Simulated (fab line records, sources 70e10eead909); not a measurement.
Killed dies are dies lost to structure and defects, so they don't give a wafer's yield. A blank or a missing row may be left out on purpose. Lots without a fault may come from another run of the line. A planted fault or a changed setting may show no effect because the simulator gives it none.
Chamber matching | flow nand_harc | NHARC_A_CHANNEL_FILL_D1_CMP_10 on cmp-04: 4 sister chambers
The step polishes, target thk 150 nm. 4 wafers are shown with their chamber, then 11 later ones without.

WAFERS WITH THEIR CHAMBER
wafer  | chamber | motor_current_A (A)
L086.4 | 3       | 11.7
L089.4 | 1       | 12.1
L089.5 | 0       | 11.0
L090.2 | 2       | 14.5

WAFERS WITHOUT THEIR CHAMBER
wafer  | motor_current_A (A)
L090.4 | 10.5
L090.5 | 10.8
L090.1 | 12.2
L090.3 | 12.7
L090.6 | 12.0
L093.1 | 11.3
L093.3 | 14.1
L093.4 | 11.6
L094.1 | 11.5
L094.2 | 13.7
L094.5 | 11.5

WHICH CHAMBER EACH WENT THROUGH
wafer  | from the rows above          | in truth
L090.4 | can't be placed: 0 or 3      | 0
L090.5 | can't be placed: 0 or 3      | 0
L090.1 | can't be placed: 1 or 3      | 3
L090.3 | can't be placed: 1 or 3      | 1
L090.6 | can't be placed: 1 or 3      | 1
L093.1 | can't be placed: 0 or 3 or 1 | 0
L093.3 | 2                            | 2
L093.4 | can't be placed: 3 or 1 or 0 | 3
L094.1 | can't be placed: 3 or 0 or 1 | 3
L094.2 | 2                            | 2
L094.5 | can't be placed: 3 or 0 or 1 | 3
Placed correctly: 2 of 11. Can't be placed from these rows: 9 (the true chamber is among the candidates in 9). Placed wrongly: 0.
How it was worked out, from the rows above alone: a wafer's distance from a chamber is the root of the sum, over the readings, of the square of ((its reading less the chamber's mean) divided by the reading's scatter). The wafer belongs to the nearest chamber; if the next one is less than 2 further off, it can't be placed. A chamber's mean is the mean of its shown wafers. The scatter: with one shown wafer a chamber, the root of the mean of the squares of how far each hidden wafer lies from its nearest shown one.
